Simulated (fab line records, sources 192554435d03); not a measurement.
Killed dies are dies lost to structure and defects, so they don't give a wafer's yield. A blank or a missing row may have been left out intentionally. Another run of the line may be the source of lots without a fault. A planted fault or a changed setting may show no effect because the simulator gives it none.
Chamber matching    flow n5Finfet    3 sister chambers for N5_PMOS_HMC_CHANNEL_EPI_HM_DEP_34 on pecvd-01
The step deposits SiO2 from TEOS/O2, target thk 36 nm, time 6.9 s. 14 wafers are shown with their chamber, then 7 later ones without.

== WAFERS PAIRED WITH THEIR CHAMBERS ==
wafer   chamber  throttleValvePct (%)  showerheadPlenumPTorr (Torr)  heaterPowerW (W)
L079.1  2        19.7                  8.31                          428
L079.3  0        18.3                  8.26                          503
L079.5  0        18.0                  8.29                          513
L080.1  2        19.5                  8.31                          416
L080.4  0        18.1                  8.27                          523
L080.5  1        19.4                  8.34                          502
L084.2  1        19.7                  8.32                          509
L084.5  0        18.6                  8.28                          418
L084.6  1        19.5                  8.34                          511
L088.1  1        19.6                  8.33                          512
L088.2  0        18.4                  8.27                          524
L088.3  2        19.6                  8.30                          558
L093.2  0        18.4                  8.25                          545
L093.3  1        19.4                  8.32                          477

SIGNATURES (means of the wafers above)
reading                chamber 0  chamber 1  chamber 2  scatter within a chamber
throttleValvePct       18.300     19.520     19.600     0.173
showerheadPlenumPTorr  8.2700     8.3300     8.3067     0.0115
heaterPowerW           504.33     502.20     467.33     45.9
Rule: for a wafer and a chamber, the distance is found by dividing, reading by reading, the gap between the wafer's reading and the chamber's mean by the reading's scatter, squaring, summing and taking the root. If the next closest chamber is less than 2 further off than the closest, the wafer can't be placed; otherwise it belongs to the closest. How the scatter is found: for the shown wafers, subtract from each reading the mean of its chamber, square and add these, divide the total by (wafers less chambers), then take the root.

== WAFERS WITH NO CHAMBER GIVEN ==
wafer   throttleValvePct (%)  showerheadPlenumPTorr (Torr)  heaterPowerW (W)
L093.6  19.4                  8.32                          479
L094.1  18.4                  8.26                          445
L094.2  19.5                  8.32                          433
L094.4  19.5                  8.33                          436
L097.2  18.4                  8.28                          539
L097.3  19.7                  8.35                          510
L097.6  18.5                  8.26                          535

== EACH ONE'S CHAMBER ==
wafer   from the rows above      in truth
L093.6  can't be placed: 1 or 2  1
L094.1  0                        0
L094.2  can't be placed: 2 or 1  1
L094.4  can't be placed: 1 or 2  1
L097.2  0                        0
L097.3  can't be placed: 1 or 2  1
L097.6  0                        0
3 of 7 placed correctly. These rows do not allow placing 4 (true chamber among the candidates in 4). 0 placed wrongly.
